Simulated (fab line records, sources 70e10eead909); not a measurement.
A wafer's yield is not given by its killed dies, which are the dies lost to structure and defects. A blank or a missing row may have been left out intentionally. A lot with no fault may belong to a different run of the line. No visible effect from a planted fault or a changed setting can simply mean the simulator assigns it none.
Which tool was responsible? | flow nand harc | Sampling: 14 lots, 42 wafers, 6 of 1302 route steps

== WHAT THE GAUGES SHOWED, per wafer ==
NHARC_P_M0_CD_MEAS_09: the cd target is 90 nm.
lot  | measured     | on        | cd nm (nm)
L974 | day 6 07:59  | cd sem-03 | 90.4 90.4 90.0
L975 | day 6 14:46  | cd sem-01 | 90.0 90.5 90.6
L976 | day 6 16:53  | cd sem-01 | 89.6 88.8 88.8
L977 | day 7 04:21  | cd sem-03 | 88.9 88.5 89.3
L979 | day 8 00:58  | cd sem-01 | 89.4 89.2 89.1
L980 | day 8 13:54  | cd sem-01 | 89.7 89.7 89.1
L981 | day 8 22:54  | cd sem-01 | 90.2 90.2 89.8
L982 | day 9 06:49  | cd sem-01 | 89.4 89.4 89.8
L984 | day 10 09:43 | cd sem-01 | 50.7 50.8 50.8
L987 | day 11 08:08 | cd sem-02 | 89.5 89.4 90.0
L990 | day 12 16:20 | cd sem-01 | 60.5 59.3 60.4
L991 | day 13 04:17 | cd sem-01 | 90.1 90.7 90.4
L993 | day 14 05:36 | cd sem-02 | 90.0 88.8 90.2
L997 | day 15 12:35 | cd sem-01 | 90.0 90.7 90.5

NHARC_P_M0_CD_MEAS_16.
lot  | measured     | on        | cd nm (nm)
L974 | day 6 08:29  | cd sem-03 | 89.9 90.6 89.1
L975 | day 6 15:14  | cd sem-03 | 91.4 89.9 90.4
L976 | day 6 17:22  | cd sem-02 | 89.2 87.9 88.8
L977 | day 7 04:54  | cd sem-01 | 89.3 89.4 89.4
L979 | day 8 01:27  | cd sem-03 | 88.7 88.2 89.0
L980 | day 8 14:23  | cd sem-03 | 89.6 90.0 89.5
L981 | day 8 23:23  | cd sem-03 | 89.9 90.6 89.3
L982 | day 9 07:19  | cd sem-02 | 89.6 88.4 89.4
L984 | day 10 10:18 | cd sem-02 | 50.8 50.9 52.2
L987 | day 11 08:37 | cd sem-01 | 89.3 89.8 89.8
L990 | day 12 16:51 | cd sem-02 | 61.0 59.5 61.4
L991 | day 13 05:07 | cd sem-01 | 90.5 90.5 90.7
L993 | day 14 06:05 | cd sem-03 | 89.2 87.8 89.9
L997 | day 15 13:05 | cd sem-03 | 90.7 90.6 90.6

== WHAT TOOL EACH LOT RAN ON (gives the tool, then ch and the chambers of the sampled wafers, and finally the start) ==
lot  | NHARC_P_CONTACT_DESCUM_17          | NHARC_P_CONTACT_ETCH_18                       | NHARC_P_CONTACT_DEGAS_38     | NHARC_P_M0_EXPOSE_06
L974 | rie diel-10 ch 2,3, day 6 04:02    | rie diel-10 ch 1,2,3, day 6 05:43 or earlier  | pvd sputter-03, day 6 05:43  | arfi scanner-01 ch 0, day 6 07:51
L975 | rie diel-04 ch 0,2, day 6 10:38    | rie diel-04 ch 0,1, day 6 12:22 or earlier    | pvd sputter-02, day 6 12:22  | arfi scanner-02 ch 0, day 6 14:37
L976 | rie diel-09 ch 0,2, day 6 12:44    | rie diel-09 ch 0,2,3, day 6 14:29 or earlier  | pvd sputter-03, day 6 14:29  | arfi scanner-01 ch 0, day 6 16:44
L977 | rie diel-04 ch 0,1,2, day 7 00:11  | rie diel-04 ch 0,1,2, day 7 01:58 or earlier  | pvd sputter-01, day 7 01:58  | arfi scanner-02 ch 0, day 7 04:13
L979 | rie diel-04 ch 0,1, day 7 19:59    | rie diel-04 ch 0,1, day 7 22:01 or earlier    | pvd sputter-03, day 7 22:01  | arfi scanner-02 ch 0, day 8 00:50
L980 | rie diel-04 ch 1,2,3, day 8 09:52  | rie diel-10 ch 2,3, day 8 10:22               | pvd sputter-01, day 8 11:31  | arfi scanner-03 ch 0, day 8 13:46
L981 | rie diel-10 ch 0,1,3, day 8 18:32  | rie diel-10 ch 1,2,3, day 8 20:07 or earlier  | pvd sputter-02, day 8 20:07  | arfi scanner-02 ch 0, day 8 22:46
L982 | rie diel-09 ch 1,3, day 9 02:56    | rie diel-09 ch 0,1, day 9 04:30 or earlier    | pvd sputter-03, day 9 04:30  | arfi scanner-02 ch 0, day 9 06:41
L984 | rie diel-09 ch 1,2,3, day 10 05:28 | rie diel-09 ch 1,3, day 10 07:20 or earlier   | pvd sputter-01, day 10 07:20 | arfi scanner-02 ch 0, day 10 09:35
L987 | rie diel-09 ch 3, day 11 03:04     | rie diel-09 ch 3, day 11 04:27                | pvd sputter-03, day 11 05:51 | arfi scanner-03 ch 0, day 11 08:00
L990 | rie diel-09 ch 0,1,2, day 12 12:22 | rie diel-09 ch 0,2,3, day 12 13:57 or earlier | pvd sputter-01, day 12 13:57 | arfi scanner-02 ch 0, day 12 16:12
L991 | rie diel-09 ch 0,2,3, day 13 00:26 | rie diel-09 ch 0,2, day 13 02:01 or earlier   | pvd sputter-01, day 13 02:01 | arfi scanner-03 ch 0, day 13 04:08
L993 | rie diel-09 ch 0,2, day 14 01:34   | rie diel-09 ch 0,2,3, day 14 03:10 or earlier | pvd sputter-02, day 14 03:10 | arfi scanner-03 ch 0, day 14 05:28
L997 | rie diel-10 ch 0,2, day 15 08:37   | rie diel-10 ch 0,2,3, day 15 10:12 or earlier | pvd sputter-03, day 15 10:12 | arfi scanner-01 ch 0, day 15 12:28
- NHARC_P_CONTACT_DESCUM_17: chemistry O2, time 3 s.
- NHARC_P_CONTACT_ETCH_18: etches the open film in C4F8/O2/Ar, target depth 481 nm, time 240.5 s.
- NHARC_P_CONTACT_DEGAS_38: time 60 s.
- NHARC_P_M0_EXPOSE_06: exposes mask P M0, target cd 90 nm.

== AS READ BY THE TOOLS THEMSELVES (means over the sampled wafers that have a number; for cases with no such wafer, the mark the record gives instead) ==
NHARC_P_CONTACT_DESCUM_17.
lot  | tool        | drypump motor current A (A) | mfc ar sccm (sccm) | oes product au (a.u.) | rf vpp V (V) | showerhead plenum p Torr (Torr) | throttle valve pct (%)
L974 | rie diel-10 | 5.2                         | 0.000              | 1.012                 | 56.6         | 1.83                            | 11.307
L975 | rie diel-04 | 5.9                         | 0.000              | 0.995                 | 57.2         | 1.90                            | 11.305
L976 | rie diel-09 | 5.8                         | 0.012              | 1.007                 | 58.3         | 1.96                            | 11.306
L977 | rie diel-04 | 6.0                         | 0.004              | 0.994                 | 56.9         | 1.85                            | 11.313
L979 | rie diel-04 | 6.0                         | 0.007              | 0.984                 | 57.4         | 1.84                            | 11.314
L980 | rie diel-04 | 6.2                         | 0.015              | 0.992                 | 57.2         | 1.83                            | 11.305
L981 | rie diel-10 | 5.4                         | 0.009              | 1.009                 | 57.1         | 1.91                            | 11.313
L982 | rie diel-09 | 5.8                         | 0.000              | 1.000                 | 57.6         | 1.90                            | 11.317
L984 | rie diel-09 | 5.8                         | 0.004              | 1.003                 | 57.9         | 1.97                            | 11.307
L987 | rie diel-09 | 5.4                         | 0.000              | 1.007                 | 58.5         | 2.06                            | 11.311
L990 | rie diel-09 | 5.9                         | 0.008              | 0.999                 | 58.1         | 1.89                            | 11.310
L991 | rie diel-09 | 5.7                         | 0.008              | 0.993                 | 57.0         | 1.97                            | 11.319
L993 | rie diel-09 | 5.8                         | 0.012              | 0.999                 | 56.8         | 1.96                            | 11.311
L997 | rie diel-10 | 5.5                         | 0.015              | 1.015                 | 58.3         | 1.98                            | 11.320

NHARC_P_CONTACT_ETCH_18.
lot  | tool        | oes product au (a.u.) | rf fwd power W (W) | rf vpp V (V)
L974 | rie diel-10 | 0.930                 | 599.3              | 974
L975 | rie diel-04 | 0.963                 | 595.9              | 977
L976 | rie diel-09 | 0.959                 | 598.0              | 981
L977 | rie diel-04 | 0.960                 | 599.8              | 974
L979 | rie diel-04 | 0.929                 | 597.8              | 973
L980 | rie diel-10 | 0.997                 | 597.9              | 973
L981 | rie diel-10 | 0.977                 | 597.1              | 973
L982 | rie diel-09 | 0.957                 | 598.0              | 971
L984 | rie diel-09 | 0.979                 | 597.0              | 983
L987 | rie diel-09 | 0.937                 | 599.2              | 987
L990 | rie diel-09 | 0.916                 | 598.3              | 982
L991 | rie diel-09 | 0.968                 | 598.3              | 981
L993 | rie diel-09 | 0.952                 | 596.8              | 981
L997 | rie diel-10 | 0.978                 | 600.5              | 977

NHARC_P_CONTACT_DEGAS_38.
lot  | tool           | heater power w (W) | susceptor temp C (C)
L974 | pvd sputter-03 | 414                | 300.07
L975 | pvd sputter-02 | 489                | 300.10
L976 | pvd sputter-03 | 449                | 299.87
L977 | pvd sputter-01 | 446                | 299.97
L979 | pvd sputter-03 | 454                | -
L980 | pvd sputter-01 | 441                | 300.00
L981 | pvd sputter-02 | 420                | 299.83
L982 | pvd sputter-03 | 492                | 300.15
L984 | pvd sputter-01 | 431                | 300.01
L987 | pvd sputter-03 | 450                | -
L990 | pvd sputter-01 | 477                | 300.20
L991 | pvd sputter-01 | 420                | 300.07
L993 | pvd sputter-02 | 419                | 299.91
L997 | pvd sputter-03 | 461                | 299.84

NHARC_P_M0_EXPOSE_06.
lot  | tool            | exposure dose mJ cm2
L974 | arfi scanner-01 | 81.28
L975 | arfi scanner-02 | 81.29
L976 | arfi scanner-01 | 81.31
L977 | arfi scanner-02 | 81.27
L979 | arfi scanner-02 | 81.33
L980 | arfi scanner-03 | 81.23
L981 | arfi scanner-02 | 81.28
L982 | arfi scanner-02 | 81.38
L984 | arfi scanner-02 | 42.48
L987 | arfi scanner-03 | 81.31
L990 | arfi scanner-02 | 50.14
L991 | arfi scanner-03 | 81.39
L993 | arfi scanner-03 | 81.16
L997 | arfi scanner-01 | 81.15

== THE ANSWER, worked out from the rows above alone ==
Rule: usual is defined by the lots themselves. Put in order of their means at a reading, lots are off if they are a third of the lots or fewer, leave a main group of 4 or more, and stand apart from it by a gap of 3 or more times the standard deviation of the main group's means; of several such gaps the widest counts. A main group is skipped when, at the precision printed for the reading in the tables above, its means are all equal. Also off: a lot with no number at a reading for which 4 or more lots have one. Where the step has rows for the other lots, those lots are counted as sound. The gauges are gone through in route order, then the tools' own readings, and for those a lot's mean is taken as printed above. The first step at which some lot is off is used, and at that step the reading that is off furthest; a lot without a number counts as furthest.
Off at NHARC_P_M0_CD_MEAS_09 (cd nm): L984, L990. Mean 89.8 nm and standard deviation 0.51 in the main group.
If a tool, at a process step before that reading, ran all the lots that are off and no sound lot after the first of them, it fits. Not tried: the gauges at NHARC_P_M0_CD_MEAS_09; whatever is off there is also off at NHARC_P_M0_CD_MEAS_16, on other tools, and gauge error can't account for it. Because NHARC_P_CONTACT_ETCH_18 lacks a start for some lots, the hours and order of its lots are taken from NHARC_P_CONTACT_DEGAS_38. One fits: NHARC_P_M0_EXPOSE_06 on arfi scanner-02. Its last sound lot is L982 (day 9 06:41), its first lot that is off L984 (day 10 09:35): a fault that began between those two fits.
The tool's own readings at NHARC_P_M0_EXPOSE_06 bear it out: on the lots that are off they differ by more than 5 times the standard deviation of the sound lots' means. exposure dose mJ cm2 reads 46.31 there against 81.28 on the sound lots.

== WHAT WAS PUT IN BY THE SIMULATOR ==
Process parameter drift: arfi scanner-02, from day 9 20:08 on, at NHARC_P_M0_EXPOSE_06. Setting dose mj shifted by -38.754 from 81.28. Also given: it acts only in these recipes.
Shown lots that were struck: L984, L990. The rule given above showed the same thing.
